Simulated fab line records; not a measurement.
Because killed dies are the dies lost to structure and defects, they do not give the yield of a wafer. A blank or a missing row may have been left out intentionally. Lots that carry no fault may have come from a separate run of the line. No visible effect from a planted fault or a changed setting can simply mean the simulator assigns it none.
Which tool did it?	flow n5 finfet	9 lots with 25 wafers sampled at 5 steps, on a route of 1938 steps

WHAT THE GAUGES SHOWED, per wafer
N5_BEOL_M0_CUTY_CD_MEAS_57: target cd 200 nm. Usual: cd nm at 200.1 nm, with a standard deviation of 0.95.
lot	measured	on	cd nm (nm)	flag
L501	day 5 18:34	cd sem-03	199.4 201.0 201.0	
L502	day 6 04:40	cd sem-01	199.7 199.3 199.2	
L507	day 7 05:43	cd sem-01	199.6 198.9 200.4	
L508	day 7 12:01	cd sem-03	201.1 200.7 201.7	
L510	day 7 23:22	cd sem-01	200.4 201.2 200.5	
L512	day 8 19:15	cd sem-02	200.4 199.9 200.0	
L513	day 8 19:56	cd sem-01	200.9 200.6 200.0	
L521	day 11 02:42	cd sem-01	199.5 199.2	
L523	day 11 06:47	cd sem-02	199.6 199.8	

N5_BEOL_M4_RC_MEAS_101. Usual: DIBL_N 36.8 mV/V, standard deviation 1.5; DIBL_P 37.1 mV/V, standard deviation 2.1; IOFF_N 0.168 nA/um, standard deviation 0.03; IOFF_P 0.22 nA/um, standard deviation 0.034; ION_N 679 uA/um, standard deviation 12; ION_P 466 uA/um, standard deviation 8; SS_N 71.7 mV/dec, standard deviation 0.58; SS_P 73.5 mV/dec, standard deviation 0.67; VT_N 248.8 mV, standard deviation 2.7; VT_P -250 mV, standard deviation 3.3.
lot	measured	on	DIBL_N (mV/V)	DIBL_P (mV/V)	IOFF_N (nA/um)	IOFF_P (nA/um)	ION_N (uA/um)	ION_P (uA/um)	SS_N (mV/dec)	SS_P (mV/dec)	VT_N (mV)	VT_P (mV)	flag
L501	day 7 12:11	prober-02	38.6 34.9 38.5	39.9 35.0 39.9	0.204 0.135 0.213	0.24 0.17 0.25	683 662 679	463 455 466	73.2 71.3 71.6	74.1 73.5 74.3	247.3 250.8 244.0	-249 -256 -247	
L502	day 8 02:38	prober-01	37.6 37.3 38.0	39.4 37.8 39.2	0.203 0.181 0.197	0.29 0.25 0.28	694 679 679	475 466 470	71.2 71.3 71.7	74.3 73.5 74.9	245.8 249.1 247.4	-247 -248 -246	
L507	day 9 06:04	prober-01	35.4 35.5 35.6	37.0 37.0 37.2	0.167 0.166 0.183	0.22 0.21 0.22	671 680 684	469 463 470	71.3 71.8 71.2	74.0 72.8 73.4	247.2 245.1 244.9	-249 -248 -247	
L508	day 9 15:16	prober-02	39.4 37.6 37.8	37.8 36.6 37.7	0.201 0.169 0.178	0.25 0.23 0.25	695 684 695	471 466 478	71.9 72.0 72.0	74.3 73.3 73.8	248.2 250.7 247.1	-249 -246 -243	
L510	day 9 17:22	prober-01	38.6 35.1 37.7	40.4 36.2 38.2	0.222 0.148 0.178	0.23 0.16 0.20	688 680 673	457 458 457	71.9 70.8 72.5	74.1 72.7 73.5	245.8 249.5 249.2	-253 -257 -254	
L512	day 10 21:23	prober-01	35.2 34.9 33.5	34.7 33.7 31.6	0.149 0.131 0.115	0.19 0.18 0.15	680 663 658	466 459 449	71.2 71.7 71.1	73.7 73.0 72.5	248.8 252.6 254.1	-253 -254 -255	
L513	day 11 00:38	prober-02	37.1 36.8 37.4	39.3 40.2 40.5	0.176 0.175 0.181	0.24 0.27 0.27	677 670 674	463 463 466	72.4 72.5 72.5	73.6 74.6 74.3	250.6 249.6 247.8	-246 -246 -246	
L521	day 13 06:37	prober-02	38.9 38.6	37.8 36.7	0.177 0.174	0.19 0.18	678 683	460 462	72.3 72.4	73.9 73.7	247.2 249.3	-256 -257	
L523	day 13 09:03	prober-02	34.7 36.5	34.8 36.2	0.147 0.164	0.22 0.26	681 678	472 474	71.5 72.4	73.4 73.0	252.4 248.7	-247 -246	

EACH LOT AND THE TOOL THAT RAN IT (in order: tool; ch and the chambers of the sampled wafers; start)
lot	N5_BEOL_M0_SAQP_ALD_48	N5_BEOL_M0_CUTY_ETCH_62	N5_BEOL_M0_ETCH_138
L501	ald sin-04 ch 0,1,3, day 5 17:29	rie diel-01 ch 0,1,3, day 5 18:41	rie diel-01 ch 0,1,3, day 5 18:52
L502	ald sin-04 ch 0,1,3, day 6 03:46	rie diel-02 ch 0,2,3, day 6 04:48	rie diel-02 ch 0,2,3, day 6 04:58
L507	ald sin-04 ch 0,3, day 7 04:49	rie diel-01 ch 0,1,3, day 7 05:50	rie diel-01 ch 0,1,3, day 7 06:01
L508	ald sin-02 ch 0,2,3, day 7 10:58	rie diel-02 ch 0,1, day 7 12:08	rie diel-02 ch 0,1, day 7 12:19
L510	ald sin-03 ch 1,3, day 7 22:20	rie diel-01 ch 0,1,2, day 7 23:29	rie diel-01 ch 0,1,2, day 7 23:40
L512	ald sin-03 ch 0,1,3, day 8 18:14	rie diel-06 ch 0,1, day 8 19:23	rie diel-06 ch 0,1, day 8 19:33
L513	ald sin-03 ch 0,1,2, day 8 19:02	rie diel-06 ch 0,2,3, day 8 20:13	rie diel-06 ch 0,2,3, day 8 20:23
L521	ald sin-02 ch 0,1, day 11 01:45	rie diel-01 ch 3, day 11 02:54	rie diel-01 ch 3, day 11 03:04
L523	ald sin-02 ch 0,2, day 11 05:48	rie diel-01 ch 0,1, day 11 06:56	rie diel-01 ch 0,1, day 11 07:07
- N5_BEOL_M0_SAQP_ALD_48: deposits SiO2, target thk 20 nm, pulse time 1 s, co reactant pulse time 1 s.
- N5_BEOL_M0_CUTY_ETCH_62: etches SiARC in CF4, time 58.5 s.
- N5_BEOL_M0_ETCH_138: etches SiCN in CH3F/O2, target depth 12 nm, time 31.6 s.

WHAT THE TOOLS THEMSELVES READ (means of the sampled wafers that have a number; where no wafer has one, the mark that the record gives instead)
N5_BEOL_M0_SAQP_ALD_48. Usual: heater power w 79 W, standard deviation 12; precursor pulse height rel 1.000, standard deviation 0.02.
lot	tool	heater power w (W)	precursor pulse height rel	flag
L501	ald sin-04	71	1.011	
L502	ald sin-04	70	0.985	
L507	ald sin-04	73	1.007	
L508	ald sin-02	78	1.000	
L510	ald sin-03	90	0.987	
L512	ald sin-03	82	0.991	
L513	ald sin-03	86	1.000	
L521	ald sin-02	80	0.978	
L523	ald sin-02	76	1.010	

N5_BEOL_M0_CUTY_ETCH_62. Usual: drypump motor current A 5.6 A, standard deviation 0.51; etch rf on time s 57.4 s, standard deviation 1.7; oes product au 0.71 a.u., standard deviation 0.08; rf vpp V 184.1 V, standard deviation 1.2; showerhead plenum p Torr 2.14 Torr, standard deviation 0.076; throttle valve pct 15.59 %, standard deviation 0.24.
lot	tool	drypump motor current A (A)	etch rf on time s (s)	oes product au (a.u.)	rf vpp V (V)	showerhead plenum p Torr (Torr)	throttle valve pct (%)	flag
L501	rie diel-01	5.0	58.9	0.69	183.7	2.09	15.60	
L502	rie diel-02	5.8	57.1	0.74	184.7	2.20	15.60	
L507	rie diel-01	5.0	59.0	0.68	183.2	2.09	15.62	
L508	rie diel-02	6.0	57.2	0.71	184.8	2.15	15.47	
L510	rie diel-01	5.3	59.4	0.69	183.8	2.12	15.64	
L512	rie diel-06	6.1	55.2	0.78	184.2	2.15	15.36	
L513	rie diel-06	5.6	56.0	0.68	184.6	2.18	15.69	
L521	rie diel-01	5.4	59.0	0.73	183.2	2.09	15.41	
L523	rie diel-01	4.8	59.3	0.60	184.1	2.08	15.82	

N5_BEOL_M0_ETCH_138. Usual: drypump motor current A 5.6 A, standard deviation 0.51; etch rf on time s 28.6 s, standard deviation 0.96; oes product au 0.70 a.u., standard deviation 0.08; rf vpp V 297.3 V, standard deviation 1.7; showerhead plenum p Torr 2.00 Torr, standard deviation 0.077; throttle valve pct 16.32 %, standard deviation 0.26.
lot	tool	drypump motor current A (A)	etch rf on time s (s)	oes product au (a.u.)	rf vpp V (V)	showerhead plenum p Torr (Torr)	throttle valve pct (%)	flag
L501	rie diel-01	5.0	29.1	0.68	297.1	1.95	16.31	
L502	rie diel-02	5.8	28.0	0.73	298.5	2.06	16.33	
L507	rie diel-01	5.0	29.0	0.68	297.0	1.95	16.34	
L508	rie diel-02	6.1	28.1	0.70	296.6	2.01	16.24	
L510	rie diel-01	5.3	28.6	0.70	297.1	1.98	16.36	
L512	rie diel-06	6.1	28.2	0.78	298.6	2.02	16.07	
L513	rie diel-06	5.6	28.2	0.67	297.7	2.04	16.45	
L521	rie diel-01	5.4	33.5	0.68	295.6	1.95	16.13	OFF
L523	rie diel-01	4.8	34.7	0.56	295.7	1.94	16.52	OFF

THE ANSWER, worked out from the rows above alone
Rule: take the mean of a lot's wafers that have a number; if it is more than 3 standard deviations from the usual mean, the lot is off. Also off: a lot with no number at a reading for which 4 or more lots have one. Where the step has rows for the other lots, those lots are counted as sound. The gauges are gone through in route order, then the tools' own readings, and for those a lot's mean is taken as printed above. The first step at which some lot is off is used, and at that step the reading that is off furthest; a lot without a number counts as furthest.
Off: L521, L523 (N5_BEOL_M0_ETCH_138, etch rf on time s).
A tool fits if, at that step or a process step before it, it ran every lot that is off, and no sound lot after the first of them. 2 tools fit, ald sin-02 at N5_BEOL_M0_SAQP_ALD_48 and rie diel-01 at N5_BEOL_M0_CUTY_ETCH_62 and N5_BEOL_M0_ETCH_138, so this cannot tell which one it is.

WHAT HAD BEEN PUT IN BY THE SIMULATOR
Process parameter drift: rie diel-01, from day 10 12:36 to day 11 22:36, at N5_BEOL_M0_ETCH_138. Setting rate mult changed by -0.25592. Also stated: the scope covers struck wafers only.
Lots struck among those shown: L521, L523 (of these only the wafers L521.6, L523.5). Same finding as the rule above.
